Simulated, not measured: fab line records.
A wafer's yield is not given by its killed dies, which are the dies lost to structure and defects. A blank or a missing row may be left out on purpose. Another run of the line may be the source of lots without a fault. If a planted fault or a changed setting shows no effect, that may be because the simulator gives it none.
Matching of chambers	flow n5_finfet	rie_diel-01 running N5_BEOL_M12_ETCH_68: 4 sister chambers
The step etches SOC in N2/H2, time 285 s. 16 wafers are shown with their chamber, then 8 later ones without.

== WAFERS, EACH WITH ITS CHAMBER ==
wafer	chamber	showerhead_plenum_p_Torr (Torr)	oes_product_au (a.u.)	throttle_valve_pct (%)
L081.1	2	2.42	0.72	18.3
L081.3	3	2.44	0.84	17.2
L081.4	2	2.42	0.71	18.3
L084.1	3	2.44	0.84	17.3
L084.4	2	2.41	0.72	18.3
L084.6	1	2.47	0.83	17.8
L083.2	3	2.44	0.83	17.3
L083.4	1	2.46	0.82	17.8
L083.6	2	2.41	0.71	18.3
L090.3	1	2.46	0.81	17.8
L090.4	2	2.41	0.70	18.4
L090.5	2	2.41	0.69	18.4
L089.2	0	2.59	0.97	17.6
L089.3	3	2.43	0.82	17.3
L089.6	0	2.59	0.97	17.7
L091.1	0	2.58	0.96	17.6

SIGNATURES (averages over the wafers above)
reading	chamber 0	chamber 1	chamber 2	chamber 3	scatter within a chamber
showerhead_plenum_p_Torr	2.5867	2.4633	2.4133	2.4375	0.00534
oes_product_au	0.9667	0.8200	0.7083	0.8325	0.0101
throttle_valve_pct	17.633	17.800	18.333	17.275	0.0479
Rule: a wafer lies at a distance from a chamber equal to the root of the sum of squares, over the readings, of (its reading less the chamber's mean, divided by the reading's scatter). If the next closest chamber is less than 2 further off than the closest, the wafer can't be placed; otherwise it belongs to the closest. The scatter: take each reading less its chamber's mean, square it, sum over the shown wafers, divide by the number of wafers less the number of chambers, and take the root.

== WAFERS MISSING THEIR CHAMBER ==
wafer	showerhead_plenum_p_Torr (Torr)	oes_product_au (a.u.)	throttle_valve_pct (%)
L091.2	2.41	0.70	18.4
L091.6	2.41	0.70	18.4
L096.2	2.45	0.80	17.8
L096.4	2.58	0.94	17.7
L096.5	2.40	0.69	18.4
L097.2	2.58	0.94	17.7
L097.3	2.40	0.69	18.4
L097.6	2.58	0.94	17.7

== WHICH CHAMBER EACH WENT THROUGH ==
wafer	from the rows above	in truth
L091.2	2	2
L091.6	2	2
L096.2	1	1
L096.4	0	0
L096.5	2	2
L097.2	0	0
L097.3	2	2
L097.6	0	0
Correct placement for 8 of the 8. Left unplaced by these rows: 0. Placed wrongly: 0.
